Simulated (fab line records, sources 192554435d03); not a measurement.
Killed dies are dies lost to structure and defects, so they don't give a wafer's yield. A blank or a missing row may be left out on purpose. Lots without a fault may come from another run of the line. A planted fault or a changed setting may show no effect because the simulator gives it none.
A struck lot beside a sound one | flow n5_finfet | 14 steps out of a route of 1938
Sound: wafers L942.1, L942.3, L942.5. Struck: wafer L951.6. (L951.1, L951.5 of the same lot were not struck and are left out.) The cause comes at the end.
At each step with rows: each side's tool, then ch and its chambers, then its first start. Under that, the readings that differ: sound wafers | struck wafers | difference of the means | sigmas: that difference in standard deviations of wafers without a fault.
alike: readings whose means differ by less than 2 such deviations, and words and numbers that are the same on both sides. not compared: withheld readings, readings that some wafer has no value for, bounds like >300 that may hide the same value, and numbers for which the record gives no deviation and whose values overlap.
The two part at a step that has a row with sigmas, a row that says differs or no value, or rows on one side only. Numbers that don't overlap but have no deviation are shown without sigmas and don't part them. A reading that every wafer of one side lacks parts them only if that side has two wafers or more.

N5_BEOL_M8_CD_MEAS_28: target cd 40 nm.
  sound on cd_sem-01 ch 0, day 9 00:22; struck on cd_sem-03 ch 0, day 11 12:11
  alike: cd_nm
N5_BEOL_M8_OVL_MEAS_29:
  sound on overlay-02 ch 0, day 9 00:23; struck on overlay-02 ch 0, day 11 12:13
  alike: V7_OVL
N5_BEOL_M8_INSPECT_30: inspects for defects (brightfield).
  sound on defect_inspect-01, day 9 00:27; struck on defect_inspect-01, day 11 12:17
  alike: raw_defect_count
N5_BEOL_M8_DESCUM_33: chemistry O2, time 7 s.
  sound on rie_diel-04 ch 1,2, day 9 00:29; struck on rie_diel-04 ch 0, day 11 12:19
  reading               | sound          | struck | difference | sigmas
  oes_product_au (a.u.) | 0.71 0.70 0.71 | 0.93   | +0.22      | +2
  alike: drypump_motor_current_A, rf_vpp_V, showerhead_plenum_p_Torr, throttle_valve_pct
  not compared: rf_hours_counter_h
N5_BEOL_M8_ETCH_72: etches underlayer in N2/H2, target depth 6.5 nm, time 5.2 s.
  sound on rie_diel-04 ch 1,2, day 9 00:31; struck on rie_diel-04 ch 0, day 11 12:21
  reading               | sound          | struck | difference | sigmas
  oes_product_au (a.u.) | 0.61 0.60 0.59 | 0.81   | +0.21      | +2
  rf_vpp_V (V)          | 528 521 521    | 531    | +8         | +2
  alike: drypump_motor_current_A, etch_rf_on_time_s, showerhead_plenum_p_Torr, throttle_valve_pct
  not compared: rf_hours_counter_h
N5_BEOL_M8_ETCH_65: etches SiARC in CF4, target depth 15.6 nm, time 26 s.
  sound on rie_diel-04 ch 1,2, day 9 00:32; struck on rie_diel-04 ch 0, day 11 12:22
  reading               | sound          | struck | difference | sigmas
  oes_product_au (a.u.) | 0.62 0.60 0.61 | 0.80   | +0.19      | +2
  alike: drypump_motor_current_A, etch_rf_on_time_s, rf_vpp_V, showerhead_plenum_p_Torr, throttle_valve_pct
  not compared: rf_hours_counter_h
then, 5 steps without rows for these wafers: N5_BEOL_M8_ETCH_66 (etches SOC in N2/H2, target depth 80 nm, overetch 16 nm, time 120 s); N5_BEOL_M8_STRIP_69 (strips in N2/H2); N5_BEOL_M8_STRIP_73 (strips in N2/H2); N5_BEOL_M8_VIA_ETCH_34 (etches SiCOH lowk in C4F6/O2, target depth 125.5 nm, time 50.5 s); N5_BEOL_M8_STRIP_76 (strips in C4F6/O2).
N5_BEOL_M8_STRIP_36: strips in N2/H2.
  sound on rie_diel-04 ch 1,2, day 9 00:43; struck on rie_diel-04 ch 0, day 11 12:32
  reading                         | sound          | struck | difference | sigmas
  oes_product_au (a.u.)           | 0.72 0.70 0.70 | 0.94   | +0.23      | +2
  showerhead_plenum_p_Torr (Torr) | 2.64 2.42 2.42 | 2.72   | +0.23      | +2
  alike: drypump_motor_current_A, rf_vpp_V, throttle_valve_pct
  not compared: rf_hours_counter_h
N5_BEOL_M8_TRENCH_ETCH_37: etches SiCOH lowk in C4F6/O2, target depth 93.478 nm, time 31.2 s.
  sound on rie_diel-04 ch 1,2, day 9 00:46; struck on rie_diel-04 ch 0, day 11 12:35
  reading                             | sound             | struck | difference | sigmas
  oes_product_au (a.u.)               | 0.72 0.71 0.70    | 0.93   | +0.22      | +2
  run_length_s (s)                    | 53.7 54.5 54.0    | 52.6   | -1.5       | -3
  showerhead_plenum_p_Torr (Torr)     | 2.93 2.70 2.70    | 3.06   | +0.28      | +2
  model.etch.depth_nm (nm)            | 92.45 90.24 90.17 | 87.37  | -3.58      |
  model.BEOL_M8.feature_depth_nm (nm) | 92.4 90.2 90.2    | 87.4   | -3.5       |
  alike: drypump_motor_current_A, rf_vpp_V, throttle_valve_pct
  not compared: rf_hours_counter_h
N5_BEOL_M8_ETCH_41: etches SiCN in CH3F/O2, target depth 31.9 nm, time 57.8 s.
  sound on rie_diel-04 ch 1,2; struck on rie_diel-04 ch 0
  reading                         | sound          | struck | difference | sigmas
  oes_product_au (a.u.)           | 0.72 0.70 0.70 | 0.93   | +0.22      | +2
  showerhead_plenum_p_Torr (Torr) | 2.06 1.90 1.90 | 2.15   | +0.20      | +2
  alike: drypump_motor_current_A, rf_vpp_V, run_length_s, throttle_valve_pct
  not compared: rf_hours_counter_h

WHERE THEY PART
First at N5_BEOL_M8_DESCUM_33; last, within this record, at N5_BEOL_M8_ETCH_41.

WHY: what the simulator had put in
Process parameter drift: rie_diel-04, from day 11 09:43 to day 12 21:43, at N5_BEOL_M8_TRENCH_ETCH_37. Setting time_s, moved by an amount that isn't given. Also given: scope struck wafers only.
